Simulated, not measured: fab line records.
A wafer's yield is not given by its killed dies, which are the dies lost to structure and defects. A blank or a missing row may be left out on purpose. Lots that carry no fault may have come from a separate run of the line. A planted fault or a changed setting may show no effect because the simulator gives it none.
fab line records | flow n5Finfet
[record] lots = 11 | wafers = 31 | lastDay = 16
route steps=1938 shown BEOL_M6@1236 BEOL_M7@1266 PASSIVATION@1936
lots that met no fault: from a run of the same line without faults
startH: the number of hours between the record's first day and the start of the first shown wafer of the lot | waitH: how many hours have passed since the lot's step before this one | " same as the row above | L1.1+2: a single row standing in for several wafers | - no value, or no start given | * or withheld: withheld | < > ~ a bound
route shown NAME@n: a module of which the file shows steps, and the number in the route of the first | usual: the fault-free wafers' mean and standard deviation | same: alike in all rows | chamber/n: place in a boat | sites: readings site by site | _std_site: standard deviation across them | _edge_site: outer sites' mean less inner sites' | radiusMm: for every site, how far away it sits from the centre of the wafer | mask NAME#n: copy n | behind: the tool/chamber that last shaped the wafer | hold: what put the lot on hold/how long, in hours/how the hold closed | device: names the non-switching transistor (n, p or np) | end of line: tests run on the same wafers once the route is complete | a step given without rows: its recipe and nothing more | killed: dies lost to structure and defects at the first sort, not the wafer's yield | map: a wafer's dies, marking killed ones x, the rest . and places with no die _
set.NAME: setting as actually run; set.NAME@STEP: the setting as run at that earlier step | model.NAME: the simulator's own value behind a step, which no gauge read
route steps across a sampled set of lots; one table per step, one row per wafer
services: a tool's chamber out of use, with start hour (startH, from the record's first day; less than 0 if before it), hours out, and reason
[[steps]]
[step N5_BEOL_M6_VIA_ETCH_34]
[recipe] chemistry = C4F6/O2 | target = SiCOH_lowk | targetDepthA = 1263 | maskMaterial = SOC | taperDeg = 4 | timeS = 50.9 | ionEnergyEv = 250 | pressureMtorr = 30 | sourceW = 345 | biasW = 185 | Ar_flow_sccm = 300 | C4F6_flow_sccm = 10 | O2_flow_sccm = 10
[usual] drypumpMotorCurrentA = 5.7/0.33 | mfcArSccm = 299.9/0.96 | oesProductAu = 0.80/0.086 | rfVppV = 654/12 | showerheadPlenumPTorr = 2.87/0.11 | throttleValvePct = 20.93/0.24
lot.wafer | tool       | chamber | startH | waitH | drypumpMotorCurrentA | mfcArSccm | oesProductAu | rfHoursCounterH | rfVppV | showerheadPlenumPTorr | throttleValvePct
L612.3    | rieDiel-01 | 0       | 183.54 | 0.0   | 6.1                  | 299.9     | 0.91         | 22              | 650    | 2.82                  | 21.21
L612.4    | "          | 1       | "      | "     | 5.8                  | 300.8     | 0.72         | 188             | 646    | 2.95                  | 21.00
L612.5    | "          | 2       | "      | "     | 6.0                  | 299.8     | 0.70         | -               | 650    | 2.72                  | 21.09
L614.3    | rieDiel-01 | 0       | 190.81 | 0.0   | 6.1                  | 300.6     | 0.90         | 24              | 647    | 2.82                  | 21.22
L614.5    | "          | 0       | "      | "     | 6.1                  | 299.5     | 0.92         | -               | 648    | 2.82                  | 21.22
L614.6    | "          | 3       | "      | "     | 5.2                  | 302.1     | 0.83         | -               | 637    | 2.85                  | 20.51
L615.4    | rieDiel-01 | 1       | 201.62 | 0.0   | 5.7                  | 299.9     | 0.70         | -               | 648    | 2.95                  | 21.02
L615.6    | "          | 0       | "      | "     | 6.1                  | 299.9     | 0.90         | -               | 649    | 2.82                  | 21.22
L618.2    | rieDiel-02 | 3       | 217.09 | 0.0   | 5.4                  | 298.4     | 0.73         | 202             | 679    | 2.85                  | 21.27
L618.6    | "          | 3       | "      | "     | 5.4                  | 299.5     | 0.73         | -               | 677    | 2.85                  | 21.27
L626.2    | rieDiel-05 | 3       | 267.67 | 0.0   | 5.8                  | 302.0     | 0.81         | 97              | 661    | 3.00                  | 20.73
L626.4    | "          | 3       | "      | "     | 5.8                  | 299.6     | 0.81         | -               | 662    | 3.00                  | 20.74
L626.6    | "          | 1       | "      | "     | 5.8                  | 300.7     | 0.70         | -               | 653    | 2.95                  | 21.03
L627.1    | rieDiel-01 | 3       | 270.21 | 0.0   | 5.2                  | 300.7     | 0.79         | 109             | 636    | 2.84                  | 20.56
L627.2    | "          | 1       | "      | "     | 5.8                  | 298.3     | 0.68         | 223             | 647    | 2.94                  | 21.07
L627.3    | "          | 2       | "      | "     | 6.0                  | 299.7     | 0.95         | 15              | 663    | 3.04                  | 20.87
L628.1    | rieDiel-01 | 3       | 272.22 | 0.0   | 5.1                  | 299.9     | 0.80         | 110             | 637    | 2.84                  | 20.57
L628.2    | "          | 1       | "      | "     | 5.8                  | 300.6     | 0.69         | 224             | 646    | 2.94                  | 21.08
L628.3    | "          | 2       | "      | "     | 6.0                  | 300.2     | 0.95         | 16              | 661    | 3.04                  | 20.86
L632.1    | rieDiel-05 | 0       | 298.91 | 0.0   | 6.3                  | 298.4     | 0.94         | 6               | 689    | 2.92                  | 20.74
L632.2    | "          | 2       | "      | "     | 5.6                  | 299.6     | 0.72         | 180             | 660    | 2.68                  | 20.81
L632.4    | "          | 3       | "      | "     | 5.8                  | 299.0     | 0.78         | -               | 660    | 2.99                  | 20.75
L631.1    | rieDiel-01 | 3       | 306.41 | 0.0   | 5.2                  | 300.0     | 0.78         | 122             | 636    | 2.83                  | 20.59
L631.2    | "          | 0       | "      | "     | 6.1                  | 298.6     | 0.84         | 71              | 648    | 2.80                  | 21.27
L631.5    | "          | 1       | "      | "     | 5.8                  | 298.9     | 0.68         | -               | 646    | 2.93                  | 21.10
L633.1    | rieDiel-02 | 1       | 311.20 | 0.0   | 5.7                  | 299.0     | 0.85         | 52              | 651    | 3.01                  | 20.86
L633.3    | "          | 0       | "      | "     | 5.8                  | 299.5     | 0.68         | 243             | 653    | 2.67                  | 20.94
L633.4    | "          | 3       | "      | "     | 5.4                  | 298.2     | 0.71         | 237             | 678    | 2.83                  | 21.34
L634.2    | rieDiel-01 | 3       | 317.80 | 0.0   | 5.2                  | 299.6     | 0.78         | 126             | 638    | 2.83                  | 20.59
L634.3    | "          | 2       | "      | "     | 6.0                  | 300.9     | 0.92         | 32              | 660    | 3.04                  | 20.87
L634.6    | "          | 2       | "      | "     | 6.0                  | 299.9     | 0.92         | -               | 661    | 3.04                  | 20.90
[step N5_BEOL_M6_DEGAS_44]
[recipe] ambient = vacuum | tempC = 250 | timeS = 60
[usual] heaterPowerW = 325/34
lot.wafer | tool          | chamber | startH | waitH | heaterPowerW
L612.3    | pvdSputter-02 | -       | 184.59 | 0.2   | 410
L612.4    | "             | -       | "      | "     | 352
L612.5    | "             | -       | "      | "     | 351
L614.3    | pvdSputter-03 | -       | 191.94 | 0.2   | 311
L614.5    | "             | -       | "      | "     | 300
L614.6    | "             | -       | "      | "     | 316
L615.4    | pvdSputter-03 | -       | 202.68 | 0.2   | 296
L615.6    | "             | -       | "      | "     | 309
L618.2    | pvdSputter-01 | -       | 217.92 | 0.3   | 302
L618.6    | "             | -       | "      | "     | 288
L626.2    | pvdSputter-02 | -       | 268.61 | 0.4   | 343
L626.4    | "             | -       | "      | "     | 399
L626.6    | "             | -       | "      | "     | 352
L627.1    | pvdSputter-02 | -       | 272.14 | 1.4   | 407
L627.2    | "             | -       | "      | "     | 348
L627.3    | "             | -       | "      | "     | 355
L628.1    | pvdSputter-01 | -       | 273.03 | 0.3   | 309
L628.2    | "             | -       | "      | "     | 297
L628.3    | "             | -       | "      | "     | 319
L632.1    | pvdSputter-03 | -       | 300.17 | 0.7   | 301
L632.2    | "             | -       | "      | "     | 307
L632.4    | "             | -       | "      | "     | 330
L631.1    | pvdSputter-01 | -       | 307.49 | 0.5   | 285
L631.2    | "             | -       | "      | "     | 302
L631.5    | "             | -       | "      | "     | 299
L633.1    | pvdSputter-03 | -       | 312.36 | 0.7   | 283
L633.3    | "             | -       | "      | "     | 302
L633.4    | "             | -       | "      | "     | 298
L634.2    | pvdSputter-03 | -       | 320.89 | 2.6   | 309
L634.3    | "             | -       | "      | "     | 297
L634.6    | "             | -       | "      | "     | 320
[step N5_BEOL_M6_ECD_50]
[recipe] material = Cu | targetThkA = 3000
lot.wafer  | tool     | chamber | startH | waitH
L612.3+4+5 | ecdCu-02 | 1,0,0   | 185.56 | 0.1
L614.3+5+6 | ecdCu-01 | 1,0,1   | 193.08 | 0.1
L615.4+6   | ecdCu-02 | 1,0     | 204.01 | 0.2
L618.2+6   | ecdCu-02 | 0,1     | 219.09 | 0.1
L626.2+4+6 | ecdCu-01 | 1,1,0   | 269.39 | 0.1
L627.1+2+3 | ecdCu-01 | 0,1,1   | 272.92 | 0.1
L628.1+2+3 | ecdCu-01 | 1,0,1   | 275.14 | 0.1
L632.1+2+4 | ecdCu-02 | 0,1,0   | 300.92 | 0.1
L631.1+2+5 | ecdCu-01 | 0,1,0   | 309.38 | 0.1
L633.1+3+4 | ecdCu-01 | 1,0,1   | 313.23 | 0.1
L634.2+3+6 | ecdCu-02 | 1,0,1   | 321.99 | 0.1
[step N5_BEOL_M6_CMP_52]
[recipe] stopOn = SiCOH_lowk | tOverpolishS = 6.9 | downForcePsi = 1 | platenRpm = 50 | clearingPlatenDownForcePsi = 1.5 | clearingPlatenRpm = 50 | postCmpClean = cuAlkaline | targetThkNm = 80 | clearingPlatenPadVelocityMS = 0.99484 | padVelocityMS = 0.99484
[usual] motorCurrentA = 6.1/0.64 | timeToEndpointS = 63/4.3
lot.wafer | tool   | chamber | startH | waitH | motorCurrentA | timeToEndpointS
L612.3    | cmp-04 | 0       | 186.38 | 0.3   | 6.5           | 64
L612.4    | "      | 1       | "      | "     | 6.7           | 57
L612.5    | "      | 3       | "      | "     | 6.9           | 59
L614.3    | cmp-01 | 2       | 193.90 | 0.2   | 4.9           | 62
L614.6    | "      | 2       | "      | "     | 4.8           | 60
L614.5    | "      | 3       | "      | "     | 6.4           | 60
L615.4    | cmp-01 | 2       | 204.76 | 0.1   | 5.0           | 94
L615.6    | "      | 2       | "      | "     | 4.6           | 91
L618.2    | cmp-04 | 0       | 219.83 | 0.2   | 6.0           | 64
L618.6    | "      | 1       | "      | "     | 6.7           | 90
L626.4    | cmp-01 | 2       | 270.22 | 0.2   | 4.9           | 63
L626.2    | "      | 3       | "      | "     | 6.4           | 59
L626.6    | "      | 0       | "      | "     | 5.5           | 69
L627.1    | cmp-01 | 3       | 273.50 | 0.3   | 6.7           | 59
L627.3    | "      | 1       | "      | "     | 5.8           | 63
L627.2    | "      | 2       | "      | "     | 5.0           | 59
L628.1    | cmp-01 | 1       | 275.57 | 0.3   | 5.8           | 66
L628.3    | "      | 2       | "      | "     | 5.0           | 62
L628.2    | "      | 3       | "      | "     | 6.6           | 64
L632.4    | cmp-04 | 2       | 301.77 | 0.1   | 6.2           | 65
L632.1    | "      | 3       | "      | "     | 6.5           | 60
L632.2    | "      | 0       | "      | "     | 6.3           | 61
L631.2    | cmp-02 | 3       | 309.81 | 0.2   | 6.2           | 64
L631.1    | "      | 0       | "      | "     | 6.7           | 59
L631.5    | "      | 3       | "      | "     | 6.0           | 66
L633.4    | cmp-04 | 1       | 313.64 | 0.1   | 6.8           | 56
L633.1    | "      | 2       | "      | "     | 5.9           | 62
L633.3    | "      | 3       | "      | "     | 6.8           | 57
L634.3    | cmp-01 | 2       | 322.38 | 0.2   | 4.9           | 56
L634.2    | "      | 0       | "      | "     | 5.5           | 69
L634.6    | "      | 3       | "      | "     | 6.4           | 58
[step N5_BEOL_M7_PECVD_70]
[recipe] material = SiO2 | targetThkA = 200 | tempC = 400 | precursor = TEOS/O2 | pressureTorr = 5.5 | rfW = 450 | teosFlowSccm = 53.8 | gas = O2 | flowSccm = 3000 | timeS = 22.7
[usual] heaterPowerW = 730/90 | showerheadPlenumPTorr = 8.74/0.064 | throttleValvePct = 21.9/1.8
lot.wafer | tool     | chamber | startH | waitH | heaterPowerW | showerheadPlenumPTorr | throttleValvePct
L612.3    | pecvd-01 | 0       | 188.28 | 0.0   | 647          | 8.85                  | 22.3
L612.4    | "        | 1       | "      | "     | 652          | 8.68                  | 21.6
L612.5    | "        | 2       | "      | "     | 817          | 8.66                  | 22.1
L614.3    | pecvd-01 | 1       | 195.32 | 0.0   | 671          | 8.68                  | 21.4
L614.5    | "        | 1       | "      | "     | 655          | 8.69                  | 21.3
L614.6    | "        | 0       | "      | "     | 722          | 8.82                  | 22.3
L615.4    | pecvd-04 | 1       | 206.12 | 0.1   | 879          | 8.79                  | 23.1
L615.6    | "        | 0       | "      | "     | 854          | 8.79                  | 22.9
L618.2    | pecvd-04 | 0       | 220.96 | 0.0   | 912          | 8.81                  | 22.8
L618.6    | "        | 1       | "      | "     | 868          | 8.78                  | 22.8
L626.2    | pecvd-04 | 1       | 271.30 | 0.0   | 1003         | 8.79                  | 23.0
L626.4    | "        | 0       | "      | "     | 801          | 8.79                  | 23.2
L626.6    | "        | 2       | "      | "     | 720          | 8.80                  | 21.5
L627.1    | pecvd-03 | 2       | 274.61 | 0.0   | 702          | 8.77                  | 18.9
L627.2    | "        | 1       | "      | "     | 671          | 8.72                  | 24.5
L627.3    | "        | 1       | "      | "     | 654          | 8.71                  | 24.5
L628.1    | pecvd-04 | 1       | 277.11 | 0.0   | 954          | 8.80                  | 23.1
L628.2    | "        | 0       | "      | "     | 887          | 8.82                  | 23.2
L628.3    | "        | 2       | "      | "     | 721          | 8.79                  | 21.6
L632.1    | pecvd-04 | 0       | 304.77 | 0.0   | 823          | 8.80                  | 23.1
L632.2    | "        | 1       | "      | "     | 854          | 8.79                  | 22.9
L632.4    | "        | 1       | "      | "     | 846          | 8.78                  | 22.7
L631.1    | pecvd-03 | 2       | 311.37 | 0.0   | 655          | 8.78                  | 19.2
L631.2    | "        | 0       | "      | "     | 680          | 8.64                  | 20.4
L631.5    | "        | 2       | "      | "     | 642          | 8.73                  | 19.2
L633.1    | pecvd-04 | 1       | 314.75 | 0.0   | 889          | 8.79                  | 23.1
L633.3    | "        | 1       | "      | "     | 866          | 8.78                  | 23.0
L633.4    | "        | 2       | "      | "     | 732          | 8.81                  | 21.7
L634.2    | pecvd-01 | 0       | 323.48 | 0.0   | 602          | 8.85                  | 22.5
L634.3    | "        | 2       | "      | "     | 786          | 8.68                  | 22.3
L634.6    | "        | 0       | "      | "     | 579          | 8.86                  | 22.4
[step N5_PASSIVATION_PROBE_49]
[usual] defectLimitedYield = 91.0/1.4 | killed_at_M0_to_M3 = 36/11 | killed_at_M4_up = 13/5.4 | killedAtContacts = 12/6.4 | killedAtFrontEnd = 41/13 | killedAtOther = 2.9/2.3 | killedDies = 106/17 | killedOpen = 70/12 | killedShort = 34/8.4 | sort_bin_4_leakage = 0.01/0.057 | sort_bin_5_function = 5.2/1 | sort_bin_6_memory = 3.4/0.63 | sortNPass = 1074/18 | sortYieldPct = 91.0/1.6
[same] grossDies = 1180 | killedAtBackSide = 0 | sort_bin_8_speed[%] = 0
lot.wafer | tool      | chamber | startH | waitH | defectLimitedYield[%] | killed_at_M0_to_M3 | killed_at_M4_up | killedAtContacts | killedAtFrontEnd | killedAtOther | killedDies | killedOpen | killedShort | sort_bin_4_leakage[%] | sort_bin_5_function[%] | sort_bin_6_memory[%] | sortNPass | sortYieldPct[%]
L615.6    | prober-01 | -       | 287.91 | 0.3   | 91.8                  | 38                 | 10              | 6                | 42               | 1             | 97         | 62         | 34          | 0                     | 5.0                    | 3.1                  | 1083      | 91.8
L618.2    | prober-02 | -       | 306.69 | 0.1   | 92.8                  | 35                 | 9               | 4                | 33               | 4             | 85         | 62         | 23          | 0                     | 4.0                    | 3.1                  | 1095      | 92.8
L618.6    | prober-02 | -       | 306.89 | 0.3   | 91.4                  | 38                 | 18              | 11               | 34               | 1             | 102        | 67         | 35          | 0                     | 4.8                    | 3.3                  | 1078      | 91.4
L626.2    | prober-02 | -       | 351.47 | 0.1   | 91.8                  | 23                 | 9               | 20               | 42               | 3             | 97         | 62         | 35          | 0                     | 4.3                    | 3.9                  | 1083      | 91.8
L626.4    | prober-02 | -       | 351.57 | 0.2   | 94.5                  | 16                 | 15              | 6                | 26               | 2             | 65         | 46         | 19          | 0                     | 3.5                    | 2.0                  | 1115      | 94.5
L626.6    | prober-02 | -       | 351.67 | 0.3   | 92.1                  | 32                 | 20              | 7                | 32               | 2             | 93         | 68         | 25          | 0                     | 4.5                    | 3.0                  | 1087      | 92.1
L631.1    | prober-01 | -       | 386.64 | 0.0   | 89.3                  | 36                 | 7               | 33               | 50               | 0             | 126        | 77         | 49          | 0                     | 6.7                    | 3.6                  | 1054      | 89.3
L631.2    | prober-01 | -       | 386.69 | 0.1   | 91.2                  | 29                 | 7               | 16               | 48               | 4             | 104        | 73         | 29          | 0                     | 4.9                    | 3.7                  | 1076      | 91.2
L631.5    | prober-01 | -       | 386.84 | 0.2   | 90.6                  | 43                 | 9               | 18               | 41               | 0             | 111        | 74         | 34          | 0                     | 5.6                    | 3.6                  | 1069      | 90.6
// killed by level:class
L615.6 FIN_SAQP:geometricParticle:open=21 BEOL_M0_SAQP:geometricParticle:short=17 BEOL_M0_SAQP:geometricParticle:open=10 BEOL_M4:geometricParticle:open=6 GATE_CUT:geometricParticle:short=4 MOL_CONTACT_COAG:geometricParticle:open=4 BEOL_M1:geometricParticle:open=4 STARTING-WAFER:geometricParticle:open=4
L618.2 BEOL_M3:geometricParticle:open=19 FIN_SAQP:geometricParticle:open=10 GATE_CUT:geometricParticle:short=8 BEOL_M1:geometricParticle:open=4 BEOL_M3:geometricParticle:short=4 BEOL_M4:geometricParticle:open=4 GATE_CUT:geometricParticle:open=3 MOL_CONTACT_COAG:geometricParticle:open=3
L618.6 BEOL_M0_SAQP:geometricParticle:short=10 BEOL_M0_SAQP:geometricParticle:open=9 MOL_CONTACT_COAG:geometricParticle:open=8 BEOL_M4:geometricParticle:open=8 BEOL_M3:geometricParticle:open=6 FIN_SAQP:geometricParticle:open=5 GATE_CUT:geometricParticle:open=5 STARTING-WAFER:geometricParticle:open=5
L626.2 MOL_CONTACT_COAG:geometricParticle:open=16 STI_FIN_REVEAL:geometricParticle:open=10 BEOL_M0_SAQP:geometricParticle:short=8 FIN_SAQP:geometricParticle:short=7 GATE_CUT:geometricParticle:short=6 STARTING-WAFER:geometricParticle:open=6 FIN_SAQP:geometricParticle:open=5 MOL_CONTACT_COAG:geometricParticle:short=4
L626.4 GATE_CUT:geometricParticle:short=5 MOL_CONTACT_COAG:geometricParticle:open=5 STARTING-WAFER:geometricParticle:open=5 FIN_SAQP:geometricParticle:short=4 BEOL_M0_SAQP:geometricParticle:open=4 BEOL_M1:geometricParticle:open=4 BEOL_M4:geometricParticle:open=4 BEOL_M0:geometricParticle:open=3
L626.6 BEOL_M2:geometricParticle:open=9 FIN_SAQP:geometricParticle:short=7 MOL_CONTACT_COAG:geometricParticle:open=7 BEOL_M0_SAQP:geometricParticle:open=6 BEOL_M4:geometricParticle:open=6 FIN_SAQP:geometricParticle:open=4 DUMMY_GATE:geometricParticle:open=4 GATE_CUT:geometricParticle:open=4
L631.1 MOL_CONTACT_COAG:geometricParticle:open=21 MOL_CONTACT_COAG:geometricParticle:short=12 FIN_SAQP:geometricParticle:open=9 FIN_SAQP:geometricParticle:short=9 STI_FIN_REVEAL:geometricParticle:open=8 BEOL_M2:geometricParticle:open=8 BEOL_M0_SAQP:geometricParticle:short=6 BEOL_M1:geometricParticle:open=6
L631.2 MOL_CONTACT_COAG:geometricParticle:open=12 BEOL_M2:geometricParticle:open=11 FIN_SAQP:geometricParticle:short=10 FIN_SAQP:geometricParticle:open=9 STI_FIN_REVEAL:geometricParticle:open=7 BEOL_M3:geometricParticle:open=7 DUMMY_GATE:geometricParticle:open=5 ILD0:geometricParticle:open=4
L631.5 MOL_CONTACT_COAG:geometricParticle:open=14 STI_FIN_REVEAL:geometricParticle:open=11 BEOL_M2:geometricParticle:open=10 FIN_SAQP:geometricParticle:open=8 BEOL_M3:geometricParticle:short=7 BEOL_M3:geometricParticle:open=7 BEOL_M0_SAQP:geometricParticle:open=5 BEOL_M2:geometricParticle:short=5
[[services]]
tool       | chamber | startH | hours | kind
rieDiel-05 | 0       | 160.29 | 3.8   | repair
cmp-01     | -       | 172.71 | 4.0   | pm
cmp-01     | -       | 178.64 | 4.4   | pm
cmp-01     | -       | 187.27 | 3.2   | repair
rieDiel-01 | 0       | 196.80 | 1.5   | repair
rieDiel-01 | 2       | 198.84 | 3.8   | repair
rieDiel-05 | -       | 219.15 | 28.1  | pm
rieDiel-01 | 1       | 224.90 | 1.9   | repair
pecvd-04   | 0       | 225.92 | 13.6  | repair
cmp-01     | -       | 234.30 | 2.1   | repair
pecvd-04   | -       | 236.58 | 14.6  | pm
pecvd-01   | 0       | 242.40 | 11.1  | repair
pecvd-03   | 0       | 257.05 | 18.5  | repair
rieDiel-01 | -       | 260.12 | 2.1   | repair
pecvd-01   | -       | 267.73 | 1.8   | repair
rieDiel-05 | 1       | 284.51 | 16.5  | repair
rieDiel-05 | 0       | 287.28 | 3.1   | repair
rieDiel-02 | 3       | 307.53 | 2.1   | repair
cmp-01     | -       | 310.03 | 2.4   | repair
cmp-01     | -       | 313.14 | 4.4   | pm
pecvd-04   | 0       | 314.72 | 4.0   | repair
rieDiel-05 | -       | 318.46 | 0.3   | repair
rieDiel-01 | -       | 319.33 | 0.6   | repair
ecdCu-01   | -       | 322.26 | 1.7   | repair
[[key]]
[firstSign] step = N5_BEOL_M6_CMP_52 | reading = timeToEndpointS | direction = up | sigmas = 6.7 | usual = * | struck = *
effect none on later readings
metAt N5_BEOL_M6_ECD_50
struckLots L615,L618
struckWafers L615.4,L615.6,L618.6
notActingAt N5_BEOL_M6_VIA_ETCH_34,N5_BEOL_M6_DEGAS_44,N5_BEOL_M7_PECVD_70
onsetBetween 185.56 204.01
[fault] kind = processParameterDrift | tool = ecdCu-02 | chamber = - | onsetH = 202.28 | steps = N5_BEOL_M6_ECD_50 | channel = targetThkA | offset = * | shape = step | endH = 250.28 | scope = struckWafersOnly | actsIn = * | stated = *
